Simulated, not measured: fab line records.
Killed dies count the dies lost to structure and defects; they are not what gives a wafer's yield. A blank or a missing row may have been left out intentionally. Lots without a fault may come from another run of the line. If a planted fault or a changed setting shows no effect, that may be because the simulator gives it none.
Which tool was responsible?    flow n5 finfet    10 lots with 27 wafers sampled at 5 steps, on a route of 1938 steps

== WHAT THE GAUGES READ, wafer by wafer ==
N5_HKMG_FIN_INSPECT_14: inspects for defects (macro). Usual: 2.3 for raw defect count, sd 1.5.
lot   measured     on                 raw defect count  flag
L393  day 4 09:57  defect inspect-01  2 1               
L394  day 4 13:46  defect inspect-02  1 2 5             
L395  day 4 22:26  defect inspect-01  0 4 0             
L397  day 5 13:29  defect inspect-01  2 1 1             
L400  day 6 09:26  defect inspect-02  2 3 4             
L403  day 6 22:15  defect inspect-01  5 3 1             
L406  day 7 14:26  defect inspect-01  1 2 2             
L408  day 8 02:08  defect inspect-01  2 2 6             
L409  day 8 07:32  defect inspect-01  2 7               
L414  day 9 15:45  defect inspect-01  1 0               

N5_BEOL_M4_RC_MEAS_101. Usual: DIBL_N 36.0 mV/V, standard deviation 2.2; DIBL_P 35.9 mV/V, standard deviation 2.6; IOFF_N 0.16 nA/um, standard deviation 0.038; IOFF_N_LONG 5.5e-05 nA/um, standard deviation 2.8e-06; IOFF_P 0.21 nA/um, standard deviation 0.042; ION_N 675 uA/um, standard deviation 15; ION_P 463 uA/um, standard deviation 10; SS_N 71.5 mV/dec, standard deviation 0.62; SS_P 73.2 mV/dec, standard deviation 0.76; VT_N 250 mV, standard deviation 4.1; VT_N_LONG 275.0 mV, standard deviation 2.2; VT_N_LVT 99 mV, standard deviation 3.8; VT_P -251 mV, standard deviation 3.6.
lot   measured      on         DIBL_N (mV/V)   DIBL_P (mV/V)   IOFF_N (nA/um)  IOFF_N_LONG (nA/um)         IOFF_P (nA/um)  ION_N (uA/um)  ION_P (uA/um)  SS_N (mV/dec)   SS_P (mV/dec)   VT_N (mV)    VT_N_LONG (mV)     VT_N_LVT (mV)  VT_P (mV)       flag
L393  day 8 00:44   prober-01  37.3 35.4       37.3 35.0       0.17 0.14       5.38e-05 5.4e-05            0.21 0.19       674 667        461 454        71.5 71.6       73.2 72.4       251 251      276.9 275.6        99 101         -254 -253       
L394  day 8 00:55   prober-02  36.3 35.1 32.8  37.2 36.8 34.1  0.17 0.15 0.12  5.37e-05 5.28e-05 5.35e-05  0.21 0.19 0.16  675 662 672    458 454 463    72.3 71.6 70.7  73.5 73.3 72.1  249 251 253  273.8 277.0 273.3  98 100 103     -252 -252 -255  
L395  day 9 02:25   prober-02  33.3 36.6 34.8  33.6 37.5 34.4  0.12 0.17 0.14  5.84e-05 5.95e-05 5.96e-05  0.15 0.20 0.15  657 680 656    446 458 444    70.9 72.6 71.8  73.0 73.8 73.3  253 247 251  272.0 274.2 271.9  97 95 96       -255 -251 -255  
L397  day 9 03:22   prober-01  38.7 36.1 33.1  39.3 35.5 32.3  0.21 0.16 0.12  5.73e-05 5.74e-05 5.83e-05  0.26 0.19 0.16  690 675 662    471 459 452    72.2 72.4 71.2  74.5 73.7 72.1  245 249 252  275.0 275.2 273.7  94 98 101      -249 -251 -253  
L400  day 10 03:46  prober-01  35.3 37.6 39.0  34.6 36.8 39.5  0.13 0.16 0.21  5.22e-05 5.08e-05 5.21e-05  0.17 0.20 0.24  673 662 684    464 450 464    70.8 71.5 72.3  72.6 74.0 74.1  251 252 246  277.4 277.3 275.6  100 99 94      -255 -254 -252  
L403  day 10 14:30  prober-01  38.5 32.9 37.7  36.9 30.5 36.0  0.16 0.09 0.16  5.43e-05 5.31e-05 5.45e-05  0.26 0.17 0.25  684 639 674    475 447 474    71.2 70.3 71.4  73.7 72.9 73.6  248 257 248  274.8 276.1 276.3  97 108 98      -247 -250 -245  
L406  day 11 07:28  prober-02  36.8 37.0 36.8  35.6 36.6 36.4  0.16 0.16 0.16  5.77e-05 5.5e-05 5.55e-05   0.23 0.25 0.24  677 671 685    467 471 473    70.6 71.9 71.2  73.3 73.8 72.4  249 247 250  275.8 277.3 276.3  99 99 99       -247 -248 -253  
L408  day 11 22:24  prober-01  36.0 37.0 34.2  37.5 38.6 34.9  0.18 0.19 0.15  5.88e-05 5.79e-05 6.02e-05  0.24 0.25 0.19  687 691 694    470 475 480    71.2 71.3 71.1  73.3 73.8 72.6  246 246 249  272.4 272.7 269.7  93 92 94       -246 -247 -250  
L409  day 12 02:56  prober-02  37.0 36.6       38.5 36.9       0.17 0.09       5.5e-05 3.8e-05             0.24 0.22       661 479        456 464        72.0 70.7       73.5 72.4       246 266      273.7 290.0        97 114         -249 -250       OFF
L414  day 13 18:15  prober-01  37.4 37.7       40.0 40.2       0.21 0.11       5.53e-05 3.77e-05           0.26 0.26       678 491        458 461        71.8 72.3       74.5 74.5       242 262      273.1 290.2        92 110         -250 -250       OFF

== WHICH TOOL RAN EACH LOT (tool, then ch and the chambers of the sampled wafers, then the start) ==
lot   N5_HKMG_FIN_ETCH_35                N5_HKMG_FIN_STRIP_19                 N5_HKMG_FIN_ALD_71
L393  rie diel-04 ch 0,1, day 4 10:28    plasma asher-02 ch 0,1, day 4 10:45  ald metal-04 ch 0,1, day 4 12:13
L394  rie diel-06 ch 0,1,2, day 4 14:05  plasma asher-01 ch 0,1, day 4 14:31  ald metal-04 ch 0,1, day 4 15:51
L395  rie diel-06 ch 1,3, day 4 22:46    plasma asher-02 ch 0,1, day 4 23:10  ald metal-02 ch 0,2,3, day 5 00:34
L397  rie diel-01 ch 0,2, day 5 13:49    plasma asher-02 ch 0,1, day 5 14:07  ald metal-03 ch 2,3, day 5 15:34
L400  rie diel-01 ch 0,3, day 6 09:46    plasma asher-02 ch 1, day 6 10:04    ald metal-03 ch 1,2, day 6 11:32
L403  rie diel-01 ch 0,1, day 6 22:55    plasma asher-02 ch 0, day 6 23:13    ald metal-03 ch 2,3, day 7 00:50
L406  rie diel-06 ch 1,3, day 7 14:58    plasma asher-02 ch 0,1, day 7 15:16  ald metal-04 ch 0,1,3, day 7 16:48
L408  rie diel-04 ch 0,2,3, day 8 02:29  plasma asher-01 ch 0,1, day 8 02:53  ald metal-02 ch 0,1, day 8 04:14
L409  rie diel-06 ch 1,2, day 8 07:53    plasma asher-01 ch 0,1, day 8 08:13  ald metal-02 ch 0,3, day 8 09:43
L414  rie diel-06 ch 0,3, day 9 16:05    plasma asher-02 ch 1, day 9 16:23    ald metal-03 ch 2,3, day 9 17:50
- N5_HKMG_FIN_ETCH_35: etches SOC in N2/H2, target depth 215.8 nm, time 243.4 s.
- N5_HKMG_FIN_STRIP_19: strips in N2/H2, time 360 s.
- N5_HKMG_FIN_ALD_71: deposits TiN, target thk 1 nm, pulse time 1 s, purge time 3 s.

== WHAT THE TOOLS THEMSELVES READ (means of the sampled wafers that have a number; where no wafer has one, the mark that the record gives instead) ==
N5_HKMG_FIN_ETCH_35. Usual: drypump motor current A 5.70 A, standard deviation 0.29; oes product au 0.80 a.u., standard deviation 0.083; rf vpp V 141.8 V, standard deviation 1; run length s 266.6 s, standard deviation 0.46; showerhead plenum p Torr 2.56 Torr, standard deviation 0.073; throttle valve pct 17.87 %, standard deviation 0.27.
lot   tool         drypump motor current A (A)  oes product au (a.u.)  rf vpp V (V)  run length s (s)  showerhead plenum p Torr (Torr)  throttle valve pct (%)  flag
L393  rie diel-04  5.83                         0.84                   142.4         266.6             2.56                             17.58                   
L394  rie diel-06  5.72                         0.83                   141.8         266.4             2.56                             17.80                   
L395  rie diel-06  5.98                         0.76                   142.2         266.9             2.60                             17.83                   
L397  rie diel-01  5.62                         0.76                   140.9         266.2             2.49                             18.15                   
L400  rie diel-01  5.39                         0.89                   142.5         267.0             2.60                             17.91                   
L403  rie diel-01  5.41                         0.80                   142.6         266.2             2.65                             18.20                   
L406  rie diel-06  5.97                         0.74                   142.0         266.9             2.59                             17.87                   
L408  rie diel-04  5.96                         0.80                   141.4         266.5             2.56                             17.63                   
L409  rie diel-06  5.83                         0.78                   142.7         228.9             2.58                             17.94                   OFF
L414  rie diel-06  5.80                         0.81                   142.3         229.2             2.53                             17.68                   OFF

N5_HKMG_FIN_STRIP_19. Usual: drypump motor current A 5.7 A, standard deviation 0.34; heater power w 501 W, standard deviation 57.
lot   tool             drypump motor current A (A)  heater power w (W)  flag
L393  plasma asher-02  5.7                          512                 
L394  plasma asher-01  5.5                          494                 
L395  plasma asher-02  5.7                          495                 
L397  plasma asher-02  5.6                          540                 
L400  plasma asher-02  5.8                          450                 
L403  plasma asher-02  5.4                          573                 
L406  plasma asher-02  5.5                          533                 
L408  plasma asher-01  5.8                          465                 
L409  plasma asher-01  5.7                          485                 
L414  plasma asher-02  5.9                          451                 

N5_HKMG_FIN_ALD_71. Usual: heater power w 870 W, standard deviation 94; precursor pulse height rel 1.002, standard deviation 0.021.
lot   tool          heater power w (W)  precursor pulse height rel  flag
L393  ald metal-04  966                 1.007                       
L394  ald metal-04  965                 0.991                       
L395  ald metal-02  788                 1.024                       
L397  ald metal-03  964                 1.011                       
L400  ald metal-03  900                 0.995                       
L403  ald metal-03  912                 1.001                       
L406  ald metal-04  910                 1.002                       
L408  ald metal-02  844                 1.012                       
L409  ald metal-02  736                 0.984                       
L414  ald metal-03  936                 0.980                       

== THE ANSWER, worked out from the rows above alone ==
Rule: take the mean of a lot's wafers that have a number; if it is more than 3 standard deviations from the usual mean, the lot is off. Also off: a lot with no number at a reading for which 4 or more lots have one. All remaining lots with rows at the step are treated as sound. After the gauges, taken in route order, come the tools' own readings; for these a lot's mean is taken, as printed above. At the first step where some lot is off, the reading lying furthest off is the one used; lots without a number count as furthest.
Off: at N5_BEOL_M4_RC_MEAS_101 (ION_N), L409, L414.
If a tool, at a process step before that reading, ran all the lots that are off and no sound lot after the first of them, it fits. Not tried: the gauges at N5_BEOL_M4_RC_MEAS_101; whatever is off there is also off at N5_HKMG_FIN_ETCH_35, on other tools, and gauge error can't account for it. One fits: N5_HKMG_FIN_ETCH_35 on rie diel-06. Its last sound lot is L406 (day 7 14:58), its first lot that is off L409 (day 8 07:53): a fault that began between those two fits.
The tool's own readings at N5_HKMG_FIN_ETCH_35 bear it out: on the lots that are off they differ by more than 5 times the standard deviation of the sound lots' means. run length s reads 229.1 s there against 266.6 s on the sound lots.

== WHAT HAD BEEN PUT IN BY THE SIMULATOR ==
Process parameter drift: rie diel-06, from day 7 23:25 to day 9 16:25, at N5_HKMG_FIN_ETCH_35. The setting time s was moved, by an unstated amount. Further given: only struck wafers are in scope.
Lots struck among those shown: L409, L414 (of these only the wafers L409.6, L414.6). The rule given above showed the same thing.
